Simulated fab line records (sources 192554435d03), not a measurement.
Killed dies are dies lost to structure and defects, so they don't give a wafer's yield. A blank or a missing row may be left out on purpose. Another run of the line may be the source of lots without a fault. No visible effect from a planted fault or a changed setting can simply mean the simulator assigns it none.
Split-lot trial	flow n5 finfet	21 wafers read across 7 lots, on a route 1938 steps long

## THE SPLIT
At N5_BEOL_M13_EXPOSE_25 (exposes mask M13, target cd 210 nm), the setting dose mj was moved away from the recipe's 22 on 6 of the 21 wafers read, by -4.4% to +5.3%. All remaining wafers had this setting at the recipe value.

## FROM THE SPLIT TO THE READING: what the file shows between them, 3 steps
- N5_BEOL_M13_PEB_26: peb time 90 s
- N5_BEOL_M13_DEVELOP_27: develop time 45 s
- N5_BEOL_M13_HARDBAKE_32: time 120 s

## THE READING
cd nm, in nm, at N5_BEOL_M13_CD_MEAS_28 (target cd 209.5 nm). Typical for fault-free wafers on this fab line: 210.3 nm, with standard deviation 1.1 nm.

wafer	tool, chamber at the split	dose mj as run	against the recipe	cd nm, nm	against lot-mates on the recipe
L078.2	krf scanner-02, 0	22	recipe	210.7	-
L078.3	krf scanner-02, 0	22.51	+2.3%	212.2	+1.5
L078.5	krf scanner-02, 0	22.51	+2.3%	212.6	+1.9
L081.1	krf scanner-02, 0	22	recipe	210.8	-
L081.2	krf scanner-02, 0	22	recipe	209.2	-
L081.4	krf scanner-02, 0	22	recipe	209.2	-
L084.1	krf scanner-01, 0	22	recipe	209.2	-
L084.3	krf scanner-01, 0	23.08	+4.9%	215.0	+5.9
L084.6	krf scanner-01, 0	22	recipe	209.0	-
L090.1	krf scanner-01, 0	21.03	-4.4%	205.1	-5.7
L090.3	krf scanner-01, 0	22	recipe	210.8	-
L090.5	krf scanner-01, 0	21.03	-4.4%	206.8	-4.0
L087.1	krf scanner-01, 0	22	recipe	208.6	-
L087.3	krf scanner-01, 0	22	recipe	208.4	-
L087.4	krf scanner-01, 0	22	recipe	210.3	-
L094.3	krf scanner-02, 0	22	recipe	213.2	-
L094.5	krf scanner-02, 0	22	recipe	212.6	-
L094.6	krf scanner-02, 0	23.16	+5.3%	216.8	+3.9
L089.1	krf scanner-01, 0	22	recipe	209.4	-
L089.2	krf scanner-01, 0	22	recipe	208.7	-
L089.3	krf scanner-01, 0	22	recipe	208.7	-

THE FIT
A straight line over all 21 wafers: cd nm changes by +1.05 nm for each +1% of dose mj; r = +0.88; the points scatter about the line by 1.3 nm.
The same after taking each lot's own level away (the mean of its wafers on the recipe; 21 wafers): +0.994 nm for each +1%; r = +0.95; scatter 0.71 nm.
On that fit, the largest move of dose mj shifts the reading by 5.2 nm.
Measured against the standard deviation above, the lots' own levels, which go from 208.93 to 212.90 nm, span 3.6 times it.
The two slopes are in agreement: the lot-to-lot level therefore moves the slope only a little.
Check: with one of the wafers moved furthest among these (+5.3%) left out of the fit, the line predicts +5.64 nm for it against its lot-mates. Against them it came out at +3.9 nm.

## FURTHER SPLITS ON THESE WAFERS
These wafers also went through other splits before the reading. Each is held against what the fit with the lots' levels taken away leaves over:
other split on the same wafers	wafers away from the commonest value	r with cd nm (lot level and that fit taken away)
N5_BEOL_M11_CURE_72 time s	5	-0.18

## THE WHOLE CHAIN: every reading that the file lists as answering this split, in the file's order
step	what it does	reading	change (the file's fit)	r (the file's)
N5_BEOL_M13_CD_MEAS_28	target cd 209.5 nm	cd nm	+0.97 nm for each +1% of the setting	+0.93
N5_BEOL_M13_DESCUM_33	chemistry O2, time 7.9 s	BEOL_M13.cd nm (the simulator's own value, which no gauge read)	+0.971 nm for each +1% of the setting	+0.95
N5_BEOL_M13_ETCH_67	etches SiARC in CF4, target depth 143 nm, time 238.3 s	BEOL_M13.cd nm (the simulator's own value, which no gauge read)	+0.878 nm for each +1% of the setting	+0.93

## FILE'S OWN FIT
cd nm changes by +0.97 nm for each +1% of dose mj, r = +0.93.
